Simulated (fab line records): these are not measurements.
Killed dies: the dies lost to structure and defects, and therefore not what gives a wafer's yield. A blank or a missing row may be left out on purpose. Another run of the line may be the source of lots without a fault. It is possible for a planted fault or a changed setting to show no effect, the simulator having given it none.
Matching of chambers / flow n5_finfet / N5_DUMMY_GATE_ETCH_32 on rie_si-01 has 4 sister chambers
The step etches SiO2 in CF4, target depth 3.5 nm, time 3.9 s. 4 wafers are shown with their chamber, then 9 later ones without.

== WAFERS PAIRED WITH THEIR CHAMBERS ==
wafer=L081.2; chamber=1; throttle_valve_pct (%)=21.96
wafer=L082.6; chamber=3; throttle_valve_pct (%)=21.72
wafer=L084.1; chamber=2; throttle_valve_pct (%)=21.78
wafer=L084.6; chamber=0; throttle_valve_pct (%)=21.70

== WAFERS WITH NO CHAMBER GIVEN ==
wafer=L085.1; throttle_valve_pct (%)=21.71
wafer=L085.2; throttle_valve_pct (%)=21.82
wafer=L085.3; throttle_valve_pct (%)=21.71
wafer=L087.2; throttle_valve_pct (%)=21.96
wafer=L087.3; throttle_valve_pct (%)=21.72
wafer=L087.4; throttle_valve_pct (%)=21.80
wafer=L092.1; throttle_valve_pct (%)=21.71
wafer=L092.3; throttle_valve_pct (%)=21.71
wafer=L092.4; throttle_valve_pct (%)=21.79

== WHICH CHAMBER EACH WENT THROUGH ==
wafer=L085.1; from the rows above=can't be placed: 3 or 0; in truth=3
wafer=L085.2; from the rows above=2; in truth=2
wafer=L085.3; from the rows above=can't be placed: 3 or 0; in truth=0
wafer=L087.2; from the rows above=1; in truth=1
wafer=L087.3; from the rows above=can't be placed: 3 or 0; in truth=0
wafer=L087.4; from the rows above=2; in truth=2
wafer=L092.1; from the rows above=can't be placed: 3 or 0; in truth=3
wafer=L092.3; from the rows above=can't be placed: 3 or 0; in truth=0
wafer=L092.4; from the rows above=2; in truth=2
4 of 9 placed correctly. Can't be placed from these rows: 5 (the true chamber is among the candidates in 5). Placed wrongly: 0.
How it was worked out, from the rows above alone: a wafer's distance from a chamber is the root of the sum, over the readings, of the square of ((its reading less the chamber's mean) divided by the reading's scatter). If the next closest chamber is less than 2 further off than the closest, the wafer can't be placed; otherwise it belongs to the closest. The mean given for a chamber averages the wafers shown for that chamber. The scatter: with one shown wafer a chamber, the root of the mean of the squares of how far each hidden wafer lies from its nearest shown one.
